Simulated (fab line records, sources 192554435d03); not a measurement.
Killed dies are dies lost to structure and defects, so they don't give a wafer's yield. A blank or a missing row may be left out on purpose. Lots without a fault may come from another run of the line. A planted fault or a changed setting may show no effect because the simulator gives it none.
fab line records | flow n5_finfet
record lots=10 wafers=29 last_day=18
route steps=1938 shown BEOL_M1@824 BEOL_M2@841 BEOL_M4@1111
lots that met no fault: from a run of the same line without faults
start_h: hours from the record's first day to the start of the lot's first wafer shown | wait_h: hours since the lot's step before | " the same as in the row above | L1.1+2: a row that stands for several wafers | - no value, or no start given | * or withheld: withheld | < > ~ a bound
route shown NAME@n: a module of which the file shows steps, and the number in the route of the first | usual: mean/standard deviation of fault-free wafers | same: alike in all rows | chamber/n: place in a boat | sites: the reading at each site | _std_site: their standard deviation | _edge_site: outer sites' mean less inner sites' | radius_mm: how far each site lies from the wafer's centre | mask NAME#n: copy n | behind: the tool/chamber that last shaped the wafer | hold: why the lot was held/for how many hours/how that ended | device: the transistor (n, p or np) that didn't switch | end of line: the same wafers' tests at the end of the route | a step without rows: its recipe alone | killed: dies lost to structure and defects at the first sort, not the wafer's yield | map: a wafer's dies, x killed, . not, _ none there
set.NAME: the setting as run; set.NAME@STEP: as run at that earlier step | model.NAME: the simulator's own value behind a step, which no gauge read
steps of the route over a sample of lots; a table a step, a row a wafer
services: from which hour (start_h, from the record's first day; less than 0 if before it) a tool's chamber was out of use, for how many hours, and why
## steps
# step N5_BEOL_M1_SPUTTER_90
# recipe material=Cu target_thk_a=45 temp_c=-20 chamber_pressure_pa=0.07 power_w=withheld time_s=8.29
# usual chuck_sensor_temp_C=-16.0/0.5 throttle_valve_pct=30.1/0.71
# columns lot.wafer tool chamber start_h wait_h chuck_sensor_temp_C throttle_valve_pct
L579.2 pvd_sputter-03 - 144.87 0.1 -15.5 30.9
L579.5 " - " " -16.6 28.6
L579.6 " - " " -15.4 29.9
L582.4 pvd_sputter-02 - 156.42 0.0 -15.8 29.5
L582.5 " - " " -16.6 30.5
L583.1 pvd_sputter-03 - 166.56 0.1 -15.4 30.2
L583.4 " - " " -16.3 29.3
L583.5 " - " " -15.5 30.0
L592.2 pvd_sputter-02 - 233.14 0.1 -15.2 30.5
L592.4 " - " " -15.8 29.7
L592.5 " - " " -15.5 29.8
L593.1 pvd_sputter-01 - 235.64 0.1 -15.5 31.0
L593.3 " - " " -16.3 30.8
L593.5 " - " " -15.6 30.6
L594.3 pvd_sputter-02 - 237.20 0.1 -16.1 29.7
L594.5 " - " " -15.5 30.6
L594.6 " - " " -16.7 30.5
L596.2 pvd_sputter-03 - 244.89 0.1 -16.2 29.4
L596.4 " - " " -15.5 30.0
L596.6 " - " " -16.3 29.7
L597.3 pvd_sputter-02 - 252.78 0.1 -15.8 30.0
L597.5 " - " " -15.6 30.6
L597.6 " - " " -15.8 29.8
L600.1 pvd_sputter-02 - 269.79 0.1 -16.6 31.1
L600.3 " - " " -15.7 29.9
L600.6 " - " " -15.7 30.1
L599.1 pvd_sputter-01 - 270.11 0.1 -15.7 31.0
L599.4 " - " " -16.6 30.8
L599.5 " - " " -15.6 31.2
# step N5_BEOL_M1_CO_CAP_55
# recipe material=Co target_thk_a=20 temp_c=200 precursor=CCTBA/H2 pressure_torr=30 time_s=102.1
# usual heater_power_w=237/13
# columns lot.wafer tool chamber start_h wait_h heater_power_w
L579.2 cvd_co-02 2 146.40 0.0 254
L579.5 " 2 " " 254
L579.6 " 1 " " 235
L582.4 cvd_co-01 0 157.95 0.0 246
L582.5 " 2 " " 242
L583.1 cvd_co-02 2 168.28 0.0 257
L583.4 " 1 " " 230
L583.5 " 0 " " 214
L592.2 cvd_co-01 1 234.92 0.0 233
L592.4 " 0 " " 246
L592.5 " 1 " " 237
L593.1 cvd_co-01 1 237.35 0.0 232
L593.3 " 2 " " 243
L593.5 " 1 " " 242
L594.3 cvd_co-02 0 238.73 0.0 215
L594.5 " 1 " " 234
L594.6 " 0 " " 217
L596.2 cvd_co-02 1 246.42 0.0 225
L596.4 " 2 " " 258
L596.6 " 1 " " 225
L597.3 cvd_co-01 0 254.97 0.0 241
L597.5 " 1 " " 229
L597.6 " 0 " " 242
L600.1 cvd_co-02 1 271.58 0.0 231
L600.3 " 2 " " 262
L600.6 " 2 " " 254
L599.1 cvd_co-02 1 272.12 0.0 232
L599.4 " 2 " " 256
L599.5 " 0 " " 223
# step N5_BEOL_M2_ILD_DEP_00
# recipe material=SiOC target_thk_a=790 temp_c=350 precursor=DEMS/O2 pressure_torr=5 rf_w=500 time_s=15.3
# usual heater_power_w=485/47 showerhead_plenum_p_Torr=5.688/0.013 throttle_valve_pct=11.8/0.4
# columns lot.wafer tool chamber start_h wait_h heater_power_w showerhead_plenum_p_Torr throttle_valve_pct
L579.2 pecvd-03 2 146.65 0.0 405 5.704 11.0
L579.5 " 2 " " 419 5.694 10.9
L579.6 " 0 " " 486 5.682 12.1
L582.4 pecvd-03 1 158.19 0.1 521 5.680 12.2
L582.5 " 0 " " 535 5.677 11.6
L583.1 pecvd-03 2 168.53 0.0 452 5.696 11.1
L583.4 " 2 " " 455 5.679 11.3
L583.5 " 1 " " 503 5.681 12.0
L592.2 pecvd-03 0 235.17 0.0 501 5.679 11.9
L592.4 " 2 " " 474 5.691 11.2
L592.5 " 0 " " 511 5.679 11.5
L593.1 pecvd-01 2 237.62 0.0 523 5.700 12.1
L593.3 " 0 " " 495 5.664 12.1
L593.5 " 2 " " 533 5.674 12.1
L594.3 pecvd-03 1 239.00 0.0 521 5.669 12.2
L594.5 " 0 " " 557 5.700 11.5
L594.6 " 1 " " 504 5.672 11.9
L596.2 pecvd-03 2 246.67 0.0 470 5.695 11.2
L596.4 " 2 " " 476 5.686 10.9
L596.6 " 1 " " 517 5.683 11.8
L597.3 pecvd-01 2 255.23 0.1 479 5.682 11.9
L597.5 " 0 " " 484 5.675 12.0
L597.6 " 2 " " 470 5.696 11.9
L600.1 pecvd-03 0 271.83 0.0 575 5.679 12.2
L600.3 " 1 " " 451 5.677 12.2
L600.6 " 2 " " 437 5.699 11.0
L599.1 pecvd-03 1 272.37 0.0 503 5.684 12.1
L599.4 " 1 " " 502 5.679 12.0
L599.5 " 0 " " 544 5.679 11.6
# step N5_BEOL_M2_THK_MEAS_01
# recipe reads=SiOC_of_BEOL_M2_ILD_DEP_00
# usual M2_ILD_THK=79.1/1
# columns lot.wafer tool chamber start_h wait_h M2_ILD_THK[nm]
L579.2 film_metro-01 - 146.71 0.1 78.9
L579.5 " - " " 80.7
L579.6 " - " " 80.0
L582.4 film_metro-01 - 158.24 0.0 83.6
L582.5 " - " " 79.3
L583.1 film_metro-02 - 168.59 0.0 79.0
L583.4 " - " " 83.6
L583.5 " - " " 79.5
L592.2 film_metro-02 - 235.23 0.1 78.8
L592.4 " - " " 79.7
L592.5 " - " " 79.9
L593.1 film_metro-02 - 237.69 0.0 79.3
L593.3 " - " " 80.4
L593.5 " - " " 79.9
L594.3 film_metro-02 - 239.07 0.1 78.7
L594.5 " - " " 79.5
L594.6 " - " " 80.1
L596.2 film_metro-02 - 246.74 0.1 78.2
L596.4 " - " " 80.1
L596.6 " - " " 80.8
L597.3 film_metro-02 - 255.30 0.1 76.9
L597.5 " - " " 79.2
L597.6 " - " " 78.8
L600.1 film_metro-02 - 271.89 0.0 79.3
L600.3 " - " " 80.1
L600.6 " - " " 79.8
L599.1 film_metro-02 - 272.43 0.0 79.8
L599.4 " - " " 80.6
L599.5 " - " " 80.5
# step N5_BEOL_M2_HM_DEP_02
# recipe material=TiN target_thk_a=200 temp_c=25 chamber_pressure_pa=0.49996
# usual throttle_valve_pct=30.1/0.75
# columns lot.wafer tool chamber start_h wait_h throttle_valve_pct
L579.2 pvd_sputter-01 - 146.97 0.2 30.6
L579.5 " - " " 31.1
L579.6 " - " " 30.9
L582.4 pvd_sputter-02 - 158.95 0.6 29.6
L582.5 " - " " 29.7
L583.1 pvd_sputter-01 - 169.21 0.6 30.5
L583.4 " - " " 29.3
L583.5 " - " " 29.2
L592.2 pvd_sputter-03 - 235.83 0.5 30.0
L592.4 " - " " 28.9
L592.5 " - " " 30.0
L593.1 pvd_sputter-03 - 241.29 3.5 29.2
L593.3 " - " " 29.7
L593.5 " - " " 30.1
L594.3 pvd_sputter-03 - 241.61 2.5 29.9
L594.5 " - " " 28.8
L594.6 " - " " 30.0
L596.2 pvd_sputter-02 - 246.86 0.1 30.0
L596.4 " - " " 29.6
L596.6 " - " " 29.8
L597.3 pvd_sputter-03 - 258.92 3.6 30.6
L597.5 " - " " 29.0
L597.6 " - " " 29.5
L600.1 pvd_sputter-03 - 272.43 0.5 29.0
L600.3 " - " " 28.8
L600.6 " - " " 29.1
L599.1 pvd_sputter-03 - 274.37 1.9 30.8
L599.4 " - " " 28.8
L599.5 " - " " 28.8
# step N5_BEOL_M4_RC_MEAS_101
# usual DIBL_N=36.2/1.6 DIBL_P=36.5/1.9 IOFF_N=0.158/0.027 IOFF_P=0.21/0.038 ION_N=675/12 ION_P=464/8.9 SS_N=71.5/0.61 SS_P=73.4/0.59 VT_N=250.4/3 VT_P=-250/3.6
# columns lot.wafer tool chamber start_h wait_h DIBL_N[mV/V] DIBL_P[mV/V] IOFF_N[nA/um] IOFF_P[nA/um] ION_N[uA/um] ION_P[uA/um] SS_N[mV/dec] SS_P[mV/dec] VT_N[mV] VT_P[mV]
L579.2 prober-01 0 170.34 0.2 35.1 35.1 0.140 0.18 670 458 71.4 73.4 250.7 -254
L579.5 " 0 " " 34.4 34.7 0.130 0.18 663 461 70.9 73.1 255.0 -254
L579.6 " 0 " " 34.1 33.3 0.114 0.16 656 449 71.2 72.0 254.7 -255
L582.4 prober-02 0 193.25 0.5 39.0 38.3 0.187 0.23 687 465 71.6 74.2 248.7 -252
L582.5 " 0 " " 35.7 34.7 0.122 0.17 653 452 70.5 72.9 254.3 -253
L583.1 prober-01 0 202.49 0.0 37.8 37.8 0.168 0.21 684 461 72.0 73.6 253.7 -250
L583.4 " 0 " " 38.4 38.4 0.180 0.22 689 461 71.5 74.4 249.0 -250
L583.5 " 0 " " 39.3 39.3 0.192 0.24 680 463 71.3 74.3 251.1 -253
L592.2 prober-02 0 275.25 0.2 37.1 37.4 0.173 0.23 671 463 72.1 73.3 249.0 -249
L592.4 " 0 " " 38.5 39.3 0.206 0.26 692 472 72.1 73.4 246.0 -246
L592.5 " 0 " " 34.4 34.7 0.120 0.17 666 460 70.2 72.3 255.4 -254
L593.1 prober-02 0 276.81 0.0 36.2 35.3 0.141 0.18 677 464 70.7 73.0 250.3 -253
L593.3 " 0 " " 35.3 34.9 0.142 0.18 668 460 71.1 72.6 249.4 -252
L593.5 " 0 " " 35.5 35.6 0.138 0.18 685 457 71.1 73.1 251.5 -254
L596.2 prober-01 0 276.87 0.2 37.6 39.8 0.205 0.24 676 460 72.9 74.1 246.6 -249
L596.4 " 0 " " 35.3 38.0 0.153 0.21 669 462 71.9 74.0 252.0 -251
L596.6 " 0 " " 34.3 36.5 0.132 0.18 658 459 71.9 73.4 253.2 -253
L594.3 prober-01 0 279.92 0.3 36.6 37.1 0.172 0.21 666 463 72.4 72.5 249.4 -252
L594.5 " 0 " " 37.2 37.6 0.176 0.22 669 458 72.7 74.3 250.6 -252
L594.6 " 0 " " 35.2 36.7 0.142 0.20 673 462 71.5 73.6 252.4 -253
L597.3 prober-02 0 307.86 0.3 38.4 36.8 0.179 0.26 673 468 72.1 73.3 249.6 -247
L597.5 " 0 " " 37.6 36.5 0.163 0.25 666 467 72.0 74.1 249.4 -247
L597.6 " 0 " " 37.1 35.7 0.161 0.22 658 457 72.8 73.2 253.0 -247
L600.1 prober-01 0 313.01 0.0 38.4 38.9 0.223 0.30 690 478 73.0 74.6 246.9 -245
L600.3 " 0 " " 36.2 36.3 0.157 0.23 666 461 71.9 73.7 252.2 -248
L600.6 " 0 " " 36.0 35.3 0.158 0.21 675 461 71.6 72.9 252.8 -252
L599.1 prober-02 0 320.57 0.0 35.0 34.8 0.149 0.22 664 463 71.1 72.8 250.4 -248
L599.4 " 0 " " 34.2 34.5 0.141 0.22 686 482 70.4 73.0 249.9 -248
L599.5 " 0 " " 32.9 33.3 0.116 0.19 666 469 71.3 73.1 252.7 -251
## services
# columns tool chamber start_h hours kind
pecvd-03 2 126.61 6.8 repair
pvd_sputter-02 - 151.48 2.4 repair
pecvd-03 1 161.29 2.1 scheduled_down
pecvd-01 0 163.00 2.1 scheduled_down
cvd_co-02 - 194.42 2.5 repair
cvd_co-02 - 238.92 2.8 pm
pecvd-01 1 243.29 17.6 repair
pecvd-01 - 245.94 0.7 repair
cvd_co-01 - 246.00 2.8 pm
pecvd-01 - 268.67 0.6 repair
## key
first_sign step=N5_BEOL_M2_THK_MEAS_01 reading=M2_ILD_THK direction=up sigmas=4.5 usual=79.1 struck=83.6
effect none on later readings
met_at N5_BEOL_M2_ILD_DEP_00
struck_lots L582,L583
struck_wafers L582.4,L583.4
not_acting_at N5_BEOL_M1_SPUTTER_90,N5_BEOL_M1_CO_CAP_55,N5_BEOL_M2_HM_DEP_02
onset_between 146.65 158.19
fault kind=process_parameter_drift tool=pecvd-03 chamber=- onset_h=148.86 steps=N5_BEOL_M2_ILD_DEP_00 channel=time_s offset=* shape=step end_h=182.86 scope=struck_wafers_only acts_in=* stated=*
